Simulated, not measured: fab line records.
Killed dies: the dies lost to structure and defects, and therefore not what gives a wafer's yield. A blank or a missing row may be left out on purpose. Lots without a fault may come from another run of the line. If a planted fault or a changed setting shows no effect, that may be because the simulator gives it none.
Which of the tools did it? || flow nand harc || Sampling: 11 lots, 33 wafers, 5 of 1302 route steps

== WHAT EACH GAUGE READ, for each wafer ==
NHARC_END_SORT_01.
{"lot": "L443", "measured": "day 28 11:28", "on": "prober-02", "killed at array": "70 60 47", "killed at other": "0 0 0", "killed at periphery": "1 2 3", "killed dies": "71 62 50", "killed open": "2 1 1", "killed short": "2 3 1"}

== WHAT TOOL EACH LOT RAN ON (gives the tool, then ch and the chambers of the sampled wafers, and finally the start) ==
{"lot": "L434", "NHARC_A_CHANNEL_HOLE_D2_ETCH_39": "rie diel-03 ch 0,3, day 13 00:57 or earlier", "NHARC_A_CHANNEL_HOLE_D2_ETCH_23": "har etch-02 ch 0,1, day 13 00:57", "NHARC_A_CHANNEL_FILL_D2_ALD_03": "ald sin batch-01 ch 0, day 13 08:38", "NHARC_A_CHANNEL_FILL_D2_STRIP_28": "rie diel-05 ch 0,2,3, day 14 06:29"}
{"lot": "L436", "NHARC_A_CHANNEL_HOLE_D2_ETCH_39": "rie diel-03 ch 0,1,3, day 14 02:11 or earlier", "NHARC_A_CHANNEL_HOLE_D2_ETCH_23": "har etch-02 ch 0, day 14 02:11", "NHARC_A_CHANNEL_FILL_D2_ALD_03": "ald sin batch-01 ch 0, day 14 09:58", "NHARC_A_CHANNEL_FILL_D2_STRIP_28": "rie diel-08 ch 1,2, day 15 06:59"}
{"lot": "L438", "NHARC_A_CHANNEL_HOLE_D2_ETCH_39": "rie diel-03 ch 1,3, day 14 20:52 or earlier", "NHARC_A_CHANNEL_HOLE_D2_ETCH_23": "har etch-02 ch 1, day 14 20:52", "NHARC_A_CHANNEL_FILL_D2_ALD_03": "ald sin batch-02 ch 0, day 15 05:08", "NHARC_A_CHANNEL_FILL_D2_STRIP_28": "rie diel-05 ch 0,3, day 16 01:58"}
{"lot": "L437", "NHARC_A_CHANNEL_HOLE_D2_ETCH_39": "rie diel-04 ch 0,1,3, day 14 21:43 or earlier", "NHARC_A_CHANNEL_HOLE_D2_ETCH_23": "har etch-01 ch 0,1, day 14 21:43", "NHARC_A_CHANNEL_FILL_D2_ALD_03": "ald sin batch-02 ch 0, day 15 05:08", "NHARC_A_CHANNEL_FILL_D2_STRIP_28": "rie diel-08 ch 0,1, day 16 01:58"}
{"lot": "L439", "NHARC_A_CHANNEL_HOLE_D2_ETCH_39": "rie diel-01 ch 0,2, day 15 01:47 or earlier", "NHARC_A_CHANNEL_HOLE_D2_ETCH_23": "har etch-01 ch 0,1, day 15 01:47", "NHARC_A_CHANNEL_FILL_D2_ALD_03": "ald sin batch-02 ch 0, day 15 09:40", "NHARC_A_CHANNEL_FILL_D2_STRIP_28": "rie diel-05 ch 0,1,2, day 16 06:39"}
{"lot": "L440", "NHARC_A_CHANNEL_HOLE_D2_ETCH_39": "rie diel-01 ch 1,2, day 15 18:01 or earlier", "NHARC_A_CHANNEL_HOLE_D2_ETCH_23": "har etch-02 ch 0,1, day 15 18:01", "NHARC_A_CHANNEL_FILL_D2_ALD_03": "ald sin batch-01 ch 0, day 16 01:35", "NHARC_A_CHANNEL_FILL_D2_STRIP_28": "rie diel-08 ch 0,3, day 16 22:05"}
{"lot": "L443", "NHARC_A_CHANNEL_HOLE_D2_ETCH_39": "rie diel-03 ch 0,3, day 17 11:47 or earlier", "NHARC_A_CHANNEL_HOLE_D2_ETCH_23": "har etch-01 ch 0,1, day 17 11:47", "NHARC_A_CHANNEL_FILL_D2_ALD_03": "ald sin batch-02 ch 0, day 17 19:20", "NHARC_A_CHANNEL_FILL_D2_STRIP_28": "rie diel-13 ch 0,1, day 18 17:18"}
{"lot": "L454", "NHARC_A_CHANNEL_HOLE_D2_ETCH_39": "rie diel-01 ch 0,2,3, day 21 12:10 or earlier", "NHARC_A_CHANNEL_HOLE_D2_ETCH_23": "har etch-01 ch 0,1, day 21 12:10", "NHARC_A_CHANNEL_FILL_D2_ALD_03": "ald sin batch-01 ch 0, day 21 20:22", "NHARC_A_CHANNEL_FILL_D2_STRIP_28": "rie diel-08 ch 1,2,3, day 22 17:55"}
{"lot": "L456", "NHARC_A_CHANNEL_HOLE_D2_ETCH_39": "rie diel-04 ch 0,1,3, day 22 01:37 or earlier", "NHARC_A_CHANNEL_HOLE_D2_ETCH_23": "har etch-01 ch 0,1, day 22 01:37", "NHARC_A_CHANNEL_FILL_D2_ALD_03": "ald sin batch-02 ch 0, day 22 09:23", "NHARC_A_CHANNEL_FILL_D2_STRIP_28": "rie diel-05 ch 0,1,3, day 23 07:23"}
{"lot": "L455", "NHARC_A_CHANNEL_HOLE_D2_ETCH_39": "rie diel-01 ch 1,3, day 22 02:31 or earlier", "NHARC_A_CHANNEL_HOLE_D2_ETCH_23": "har etch-02 ch 0,1, day 22 02:31", "NHARC_A_CHANNEL_FILL_D2_ALD_03": "ald sin batch-02 ch 0, day 22 09:23", "NHARC_A_CHANNEL_FILL_D2_STRIP_28": "rie diel-13 ch 0,1,3, day 23 07:25"}
{"lot": "L457", "NHARC_A_CHANNEL_HOLE_D2_ETCH_39": "rie diel-03 ch 0,1,3, day 23 02:37 or earlier", "NHARC_A_CHANNEL_HOLE_D2_ETCH_23": "har etch-01 ch 0,1, day 23 02:37", "NHARC_A_CHANNEL_FILL_D2_ALD_03": "ald sin batch-01 ch 0, day 23 10:52", "NHARC_A_CHANNEL_FILL_D2_STRIP_28": "rie diel-05 ch 1,2,3, day 24 07:53"}
- NHARC_A_CHANNEL_HOLE_D2_ETCH_39: etches the open film in N2/H2, target depth 260 nm, time 325 s.
- NHARC_A_CHANNEL_HOLE_D2_ETCH_23: etches the open film in C4F8/O2/Ar, time 819 s, target depth 1600 nm.
- NHARC_A_CHANNEL_FILL_D2_ALD_03: deposits SiNx, target thk 6 nm, pulse time 60 s, ald cycles 58.
- NHARC_A_CHANNEL_FILL_D2_STRIP_28: strips in O2, time 20 s.

== WHAT THE TOOLS THEMSELVES READ (means of the sampled wafers that have a number; where no wafer has one, the mark that the record gives instead) ==
NHARC_A_CHANNEL_HOLE_D2_ETCH_39.
{"lot": "L434", "tool": "rie diel-03", "drypump motor current A (A)": 6.0, "n2 flow sccm (sccm)": 150.2, "oes product au (a.u.)": 0.988, "rf vpp V (V)": 431.0, "showerhead plenum p Torr (Torr)": 2.03, "throttle valve pct (%)": 14.168}
{"lot": "L436", "tool": "rie diel-03", "drypump motor current A (A)": 5.7, "n2 flow sccm (sccm)": 150.3, "oes product au (a.u.)": 0.996, "rf vpp V (V)": 432.1, "showerhead plenum p Torr (Torr)": 2.09, "throttle valve pct (%)": 14.170}
{"lot": "L438", "tool": "rie diel-03", "drypump motor current A (A)": 5.4, "n2 flow sccm (sccm)": 149.9, "oes product au (a.u.)": 1.002, "rf vpp V (V)": 432.9, "showerhead plenum p Torr (Torr)": 2.11, "throttle valve pct (%)": 14.165}
{"lot": "L437", "tool": "rie diel-04", "drypump motor current A (A)": 5.2, "n2 flow sccm (sccm)": 150.0, "oes product au (a.u.)": 1.002, "rf vpp V (V)": 428.9, "showerhead plenum p Torr (Torr)": 1.97, "throttle valve pct (%)": 14.171}
{"lot": "L439", "tool": "rie diel-01", "drypump motor current A (A)": 6.2, "n2 flow sccm (sccm)": 150.3, "oes product au (a.u.)": 0.997, "rf vpp V (V)": 430.1, "showerhead plenum p Torr (Torr)": 2.02, "throttle valve pct (%)": 14.169}
{"lot": "L440", "tool": "rie diel-01", "drypump motor current A (A)": 5.8, "n2 flow sccm (sccm)": 150.1, "oes product au (a.u.)": 1.008, "rf vpp V (V)": 433.8, "showerhead plenum p Torr (Torr)": 2.16, "throttle valve pct (%)": 14.175}
{"lot": "L443", "tool": "rie diel-03", "drypump motor current A (A)": 6.1, "n2 flow sccm (sccm)": 150.2, "oes product au (a.u.)": 0.991, "rf vpp V (V)": 431.1, "showerhead plenum p Torr (Torr)": 2.06, "throttle valve pct (%)": 14.169}
{"lot": "L454", "tool": "rie diel-01", "drypump motor current A (A)": 6.0, "n2 flow sccm (sccm)": 150.4, "oes product au (a.u.)": 1.002, "rf vpp V (V)": 431.4, "showerhead plenum p Torr (Torr)": 2.04, "throttle valve pct (%)": 14.174}
{"lot": "L456", "tool": "rie diel-04", "drypump motor current A (A)": 5.2, "n2 flow sccm (sccm)": 150.1, "oes product au (a.u.)": 1.004, "rf vpp V (V)": 428.7, "showerhead plenum p Torr (Torr)": 1.97, "throttle valve pct (%)": 14.165}
{"lot": "L455", "tool": "rie diel-01", "drypump motor current A (A)": 5.9, "n2 flow sccm (sccm)": 149.9, "oes product au (a.u.)": 1.016, "rf vpp V (V)": 430.3, "showerhead plenum p Torr (Torr)": 2.06, "throttle valve pct (%)": 14.165}
{"lot": "L457", "tool": "rie diel-03", "drypump motor current A (A)": 5.7, "n2 flow sccm (sccm)": 150.1, "oes product au (a.u.)": 1.000, "rf vpp V (V)": 432.1, "showerhead plenum p Torr (Torr)": 2.09, "throttle valve pct (%)": 14.169}

NHARC_A_CHANNEL_HOLE_D2_ETCH_23.
{"lot": "L434", "tool": "har etch-02", "drypump motor current A (A)": 5.28, "o2 flow sccm (sccm)": 35.82, "showerhead plenum p Torr (Torr)": 3.63, "throttle valve pct (%)": 32.155}
{"lot": "L436", "tool": "har etch-02", "drypump motor current A (A)": 5.23, "o2 flow sccm (sccm)": 35.74, "showerhead plenum p Torr (Torr)": 3.56, "throttle valve pct (%)": 32.156}
{"lot": "L438", "tool": "har etch-02", "drypump motor current A (A)": 5.26, "o2 flow sccm (sccm)": 35.59, "showerhead plenum p Torr (Torr)": 3.72, "throttle valve pct (%)": 32.156}
{"lot": "L437", "tool": "har etch-01", "drypump motor current A (A)": 5.60, "o2 flow sccm (sccm)": 35.84, "showerhead plenum p Torr (Torr)": 3.66, "throttle valve pct (%)": 32.158}
{"lot": "L439", "tool": "har etch-01", "drypump motor current A (A)": 5.60, "o2 flow sccm (sccm)": 35.60, "showerhead plenum p Torr (Torr)": 3.66, "throttle valve pct (%)": 32.156}
{"lot": "L440", "tool": "har etch-02", "drypump motor current A (A)": 5.26, "o2 flow sccm (sccm)": 35.72, "showerhead plenum p Torr (Torr)": 3.61, "throttle valve pct (%)": 32.160}
{"lot": "L443", "tool": "har etch-01", "drypump motor current A (A)": 5.60, "o2 flow sccm (sccm)": 35.64, "showerhead plenum p Torr (Torr)": 3.64, "throttle valve pct (%)": 32.153}
{"lot": "L454", "tool": "har etch-01", "drypump motor current A (A)": 5.61, "o2 flow sccm (sccm)": 35.60, "showerhead plenum p Torr (Torr)": 3.61, "throttle valve pct (%)": 32.151}
{"lot": "L456", "tool": "har etch-01", "drypump motor current A (A)": 5.49, "o2 flow sccm (sccm)": 35.63, "showerhead plenum p Torr (Torr)": 3.58, "throttle valve pct (%)": 32.158}
{"lot": "L455", "tool": "har etch-02", "drypump motor current A (A)": 5.26, "o2 flow sccm (sccm)": 35.68, "showerhead plenum p Torr (Torr)": 3.74, "throttle valve pct (%)": 32.160}
{"lot": "L457", "tool": "har etch-01", "drypump motor current A (A)": 5.50, "o2 flow sccm (sccm)": 35.77, "showerhead plenum p Torr (Torr)": 3.57, "throttle valve pct (%)": 32.151}

NHARC_A_CHANNEL_FILL_D2_ALD_03.
{"lot": "L434", "tool": "ald sin batch-01", "precursor pulse height rel": 0.998, "susceptor temp C (C)": 630.09}
{"lot": "L436", "tool": "ald sin batch-01", "precursor pulse height rel": 1.018, "susceptor temp C (C)": 630.03}
{"lot": "L438", "tool": "ald sin batch-02", "precursor pulse height rel": 1.026, "susceptor temp C (C)": 629.74}
{"lot": "L437", "tool": "ald sin batch-02", "precursor pulse height rel": 1.016, "susceptor temp C (C)": 630.19}
{"lot": "L439", "tool": "ald sin batch-02", "precursor pulse height rel": 1.022, "susceptor temp C (C)": 630.03}
{"lot": "L440", "tool": "ald sin batch-01", "precursor pulse height rel": 0.985, "susceptor temp C (C)": 630.35}
{"lot": "L443", "tool": "ald sin batch-02", "precursor pulse height rel": 0.997, "susceptor temp C (C)": 645.58}
{"lot": "L454", "tool": "ald sin batch-01", "precursor pulse height rel": 1.011, "susceptor temp C (C)": 630.02}
{"lot": "L456", "tool": "ald sin batch-02", "precursor pulse height rel": 0.995, "susceptor temp C (C)": 629.97}
{"lot": "L455", "tool": "ald sin batch-02", "precursor pulse height rel": 0.988, "susceptor temp C (C)": 629.93}
{"lot": "L457", "tool": "ald sin batch-01", "precursor pulse height rel": 1.008, "susceptor temp C (C)": 630.24}

NHARC_A_CHANNEL_FILL_D2_STRIP_28.
{"lot": "L434", "tool": "rie diel-05", "drypump motor current A (A)": 5.9, "o2 flow sccm (sccm)": 500.6, "oes product au (a.u.)": 1.002, "rf vpp V (V)": 58.2, "showerhead plenum p Torr (Torr)": 3.55, "throttle valve pct (%)": 17.036}
{"lot": "L436", "tool": "rie diel-08", "drypump motor current A (A)": 5.4, "o2 flow sccm (sccm)": 499.6, "oes product au (a.u.)": 1.001, "rf vpp V (V)": 57.9, "showerhead plenum p Torr (Torr)": 3.70, "throttle valve pct (%)": 17.045}
{"lot": "L438", "tool": "rie diel-05", "drypump motor current A (A)": 5.8, "o2 flow sccm (sccm)": 499.0, "oes product au (a.u.)": 1.021, "rf vpp V (V)": 58.2, "showerhead plenum p Torr (Torr)": 3.51, "throttle valve pct (%)": 17.048}
{"lot": "L437", "tool": "rie diel-08", "drypump motor current A (A)": 5.7, "o2 flow sccm (sccm)": 500.1, "oes product au (a.u.)": 0.988, "rf vpp V (V)": 58.8, "showerhead plenum p Torr (Torr)": 3.56, "throttle valve pct (%)": 17.035}
{"lot": "L439", "tool": "rie diel-05", "drypump motor current A (A)": 5.9, "o2 flow sccm (sccm)": 499.8, "oes product au (a.u.)": 1.012, "rf vpp V (V)": 56.9, "showerhead plenum p Torr (Torr)": 3.46, "throttle valve pct (%)": 17.043}
{"lot": "L440", "tool": "rie diel-08", "drypump motor current A (A)": 5.7, "o2 flow sccm (sccm)": 499.9, "oes product au (a.u.)": 1.013, "rf vpp V (V)": 57.5, "showerhead plenum p Torr (Torr)": 3.47, "throttle valve pct (%)": 17.032}
{"lot": "L443", "tool": "rie diel-13", "drypump motor current A (A)": 5.4, "o2 flow sccm (sccm)": 500.5, "oes product au (a.u.)": 1.014, "rf vpp V (V)": 57.0, "showerhead plenum p Torr (Torr)": 3.29, "throttle valve pct (%)": 17.039}
{"lot": "L454", "tool": "rie diel-08", "drypump motor current A (A)": 5.5, "o2 flow sccm (sccm)": 499.4, "oes product au (a.u.)": 1.002, "rf vpp V (V)": 58.2, "showerhead plenum p Torr (Torr)": 3.57, "throttle valve pct (%)": 17.035}
{"lot": "L456", "tool": "rie diel-05", "drypump motor current A (A)": 5.9, "o2 flow sccm (sccm)": 500.6, "oes product au (a.u.)": 1.010, "rf vpp V (V)": 57.7, "showerhead plenum p Torr (Torr)": 3.55, "throttle valve pct (%)": 17.034}
{"lot": "L455", "tool": "rie diel-13", "drypump motor current A (A)": 5.6, "o2 flow sccm (sccm)": 499.8, "oes product au (a.u.)": 1.009, "rf vpp V (V)": 56.9, "showerhead plenum p Torr (Torr)": 3.31, "throttle valve pct (%)": 17.032}
{"lot": "L457", "tool": "rie diel-05", "drypump motor current A (A)": 6.0, "o2 flow sccm (sccm)": 498.6, "oes product au (a.u.)": 1.005, "rf vpp V (V)": 57.8, "showerhead plenum p Torr (Torr)": 3.59, "throttle valve pct (%)": 17.043}

== THE ANSWER, worked out from the rows above alone ==
Rule: what is usual is taken from the lots themselves. The widest of any qualifying gaps counts: lots, ordered by their means at a reading, are off when they make up no more than a third of the lots, leave a main group of 4 or more, and stand apart from it by 3 or more times the standard deviation of that group's means. The tables above print the reading to a certain number of digits; a main group whose means all agree to those digits is not used. Also off: a lot with no number at a reading for which 4 or more lots have one. Any other lot the step has rows for is counted as sound. Order of review: gauges by route order, followed by the tools' own readings, for which a lot's mean as printed above is used. The first step at which some lot is off is used, and at that step the reading that is off furthest; a lot without a number counts as furthest.
Off: L443 (NHARC_A_CHANNEL_FILL_D2_ALD_03, susceptor temp C). Main group: mean 630.06 C, sd 0.16.
A tool fits if, at that step or a process step before it, it ran every lot that is off, and no sound lot after the first of them. NHARC_A_CHANNEL_HOLE_D2_ETCH_39 gives no start for some lots, so the hours and the order of its lots are those of NHARC_A_CHANNEL_HOLE_D2_ETCH_23. No candidate that was tried fits.

== WHAT WAS PUT IN BY THE SIMULATOR ==
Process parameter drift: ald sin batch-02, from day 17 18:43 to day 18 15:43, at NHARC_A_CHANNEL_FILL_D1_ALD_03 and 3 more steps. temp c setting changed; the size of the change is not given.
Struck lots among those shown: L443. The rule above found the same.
